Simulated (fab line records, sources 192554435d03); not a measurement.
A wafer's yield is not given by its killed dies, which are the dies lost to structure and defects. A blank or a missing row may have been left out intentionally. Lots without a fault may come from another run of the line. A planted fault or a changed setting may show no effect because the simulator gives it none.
Matching of chambers | flow n5Finfet | cmp-03 running N5_MOL_CONTACT_COAG_CMP_23: 4 sister chambers
The step polishes, stops on SiO2, t overpolish 1.5 s, target thk 0 nm. 8 wafers are shown with their chamber, then 8 later ones without.

WAFERS WITH THEIR CHAMBER
wafer  | chamber | motorCurrentA (A) | timeToEndpointS (s)
L080.3 | 1       | 7.9               | 6.3
L084.2 | 2       | 6.9               | 12.3
L084.3 | 0       | 8.0               | 12.3
L084.4 | 1       | 7.5               | 8.7
L086.2 | 2       | 7.3               | 13.6
L086.4 | 0       | 8.3               | 13.9
L086.5 | 3       | 7.7               | 11.2
L090.3 | 3       | 8.0               | 9.1

WAFERS WITHOUT THEIR CHAMBER
wafer  | motorCurrentA (A) | timeToEndpointS (s)
L090.4 | 6.9               | 11.8
L090.6 | 7.4               | 6.1
L094.2 | 6.7               | 9.2
L094.3 | 8.4               | 13.9
L094.6 | 7.0               | 11.4
L097.1 | 7.8               | 9.7
L097.2 | 8.6               | 13.4
L097.4 | 7.3               | 13.3

THE CHAMBER EACH PASSED THROUGH
wafer  | from the rows above          | in truth
L090.4 | 2                            | 2
L090.6 | can't be placed: 1 or 3      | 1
L094.2 | can't be placed: 2 or 1 or 3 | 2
L094.3 | 0                            | 0
L094.6 | 2                            | 2
L097.1 | can't be placed: 3 or 1      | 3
L097.2 | 0                            | 0
L097.4 | 2                            | 2
5 of 8 placed correctly. Cannot be placed on the basis of these rows: 3; the candidates contain the true chamber in 3. 0 placed wrongly.
How it was worked out, from the rows above alone: a wafer's distance from a chamber is the root of the sum, over the readings, of the square of ((its reading less the chamber's mean) divided by the reading's scatter). The wafer belongs to the nearest chamber; if the next one is less than 2 further off, it can't be placed. A chamber's mean is the mean of its shown wafers. The scatter is the square root of a quotient: the sum, over the shown wafers, of each reading's squared deviation from its chamber's mean, divided by wafers minus chambers.
